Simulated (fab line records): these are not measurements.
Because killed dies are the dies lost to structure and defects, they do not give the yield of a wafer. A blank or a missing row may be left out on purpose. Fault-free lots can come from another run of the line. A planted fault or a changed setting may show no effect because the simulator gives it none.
One fault seen from 2 desks ; flow n5_finfet ; only its own numbers are on each desk; what lay behind them is given at the end

== METROLOGY DESK ==
What the gauges read for every lot (on any tool): the sampled wafers with a number, averaged. If a lot's mean is further than 4 standard deviations from the usual mean, the lot is out of limits and carries the mark OUT (the distance appears in the brackets). Readings shown: 7 out of 16 (the first out of limits, and those lying furthest out on some lot).
Columns: A = cd_nm at N5_MOL_CONTACT_COAG_CD_MEAS_08, usual 28.19 nm; B = cd_nm at N5_MOL_CONTACT_COAG_CD_MEAS_99, usual 17.3 nm; C = RC_DENSE_N at N5_BEOL_M4_RC_MEAS_101, usual 18.8 ohm.um; D = RC_DENSE_P at N5_BEOL_M4_RC_MEAS_101, usual 23.6 ohm.um; E = RC_N at N5_BEOL_M4_RC_MEAS_101, usual 15.4 ohm.um; F = RC_P at N5_BEOL_M4_RC_MEAS_101, usual 19.2 ohm.um; G = VT_P at N5_BEOL_M4_RC_MEAS_101, usual -251 mV
lot;first seen here;A;B;C;D;E;F;G
L558;day 8 08:25;28.11;17.1;19.6;24.6;16.0;20.0;-254
L560;day 8 18:38;28.02;17.2;18.9;23.4;15.4;19.2;-252
L566;day 9 20:47;25.08 (-12) OUT;14.4 (-6.5) OUT;24.5 (+8.5) OUT;30.7 (+8.5) OUT;19.8 (+8.4) OUT;24.9 (+8.3) OUT;-250
L569;day 10 14:17;26.02 (-8.0) OUT;15.3 (-4.5) OUT;22.4 (+5.4) OUT;28.3 (+5.6) OUT;18.0 (+5.0) OUT;22.6 (+5.0) OUT;-251
This desk's verdict: out of limits on L566, L569, starting with L566 at day 9 20:47 (cd_nm at N5_MOL_CONTACT_COAG_CD_MEAS_08). L558, L560: within limits.

== DESK OF THE TOOL OWNER: euv_scanner-01 ==
The tool's own readings at N5_MOL_CONTACT_COAG_EXPOSE_05 (exposes mask CA, defocus 0 nm): means of the sampled wafers that have a number, for each lot that ran on this tool. If a lot's mean is further than 4 standard deviations from the usual mean, the lot is out of limits and carries the mark OUT (the distance appears in the brackets).
Columns: A = exposure_dose_mJ_cm2 at N5_MOL_CONTACT_COAG_EXPOSE_05, usual 38.26
lot;first seen here;A
L560;day 8 18:31;38.14
L566;day 9 20:39;33.73 (-22) OUT
L569;day 10 14:09;34.56 (-18) OUT
This desk's verdict: out of limits on L566, L569, starting with L566 at day 9 20:39 (exposure_dose_mJ_cm2 at N5_MOL_CONTACT_COAG_EXPOSE_05). L560: within limits.

== TAKEN TOGETHER ==
At day 9 20:39, on L566, L569, the tool owner's desk was in a position to raise an alarm.
An alarm was possible from the metrology desk at day 9 20:47, on L566, L569.
N5_MOL_CONTACT_COAG_EXPOSE_05 was run on euv_scanner-01 by each of the lots named.

== WHAT HAD BEEN PUT IN BY THE SIMULATOR ==
Process parameters drifting: euv_scanner-01 at N5_MOL_CONTACT_COAG_EXPOSE_05, beginning at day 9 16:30. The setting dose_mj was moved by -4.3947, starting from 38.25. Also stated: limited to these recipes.
Shown lots that were struck: L566, L569.
Time in hours from fault onset to the first out-of-limits reading at each desk: tool owner's desk 4, metrology desk 4.
